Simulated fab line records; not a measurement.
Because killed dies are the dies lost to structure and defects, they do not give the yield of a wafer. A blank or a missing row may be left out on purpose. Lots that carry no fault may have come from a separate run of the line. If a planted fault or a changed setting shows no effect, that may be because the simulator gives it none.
2 desks looking at one fault -- flow nand_harc -- numbers are kept per desk, each desk with only its own; the story behind them comes last

## DESK OF THE TOOL OWNER: litho_track-04
The tool's own readings at NHARC_A_CHANNEL_HOLE_D2_SOFTBAKE_05 (time 55 s): means of the sampled wafers that have a number, for each lot that ran on this tool. Any lot whose mean is over 4 standard deviations away from the usual mean is out of limits and marked OUT; that distance is given in the brackets.
Columns: A = heater_power_total_W at NHARC_A_CHANNEL_HOLE_D2_SOFTBAKE_05, usual 188.44 W; B = resist_line_temp_C at NHARC_A_CHANNEL_HOLE_D2_SOFTBAKE_05, usual 22.99 C
lot,first seen here,A,B
L352,day 13 13:00,188.40,22.88
L354,day 14 09:00,188.40,22.99
L364,day 19 15:00,323.10 (+99 or more) OUT,22.84
L366,day 19 17:00,323.13 (+99 or more) OUT,23.00
This desk finds L364, L366 out of limits, L364 being first, at day 19 15:00 (heater_power_total_W at NHARC_A_CHANNEL_HOLE_D2_SOFTBAKE_05). L352, L354: within limits.

## AT THE METROLOGY DESK
Lot by lot, what the gauges showed, no matter which tool ran the lot: averages of those sampled wafers that carry a number. Any lot whose mean is over 4 standard deviations away from the usual mean is out of limits and marked OUT; that distance is given in the brackets.
Columns: A = thk_nm at NHARC_A_ONON_D2_THK_MEAS_21, usual 1000 nm
lot,first seen here,A
L350,day 12 19:11,990
L351,day 13 07:02,997
L352,day 13 07:02,1005
L353,day 14 04:10,1009
L354,day 14 04:10,997
L355,day 14 23:55,1001
L356,day 15 05:38,1006
L358,day 16 12:19,1021
L360,day 17 15:09,999
L364,day 19 10:21,992
L365,day 19 10:22,1013
L366,day 19 10:22,1014
L372,day 22 10:14,1002
This desk found nothing out of limits on any of the 13 lots.

## ALL TOGETHER
The tool owner's desk had the chance to raise an alarm at day 19 15:00 on L364, L366.
Metrology desk: nothing out of limits seen.
The metrology desk has L364, L366 on record, within its limits.
All the named lots went through NHARC_A_CHANNEL_HOLE_D2_SOFTBAKE_05 on litho_track-04.

## WHAT THE SIMULATOR HAD PUT IN
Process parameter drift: litho_track-04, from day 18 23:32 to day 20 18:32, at NHARC_A_CHANNEL_HOLE_D2_SOFTBAKE_05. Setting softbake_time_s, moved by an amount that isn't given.
Struck lots among those shown: L364, L366.
Delay in hours, fault start to first out-of-limits reading, by desk: the tool owner's desk at 15.
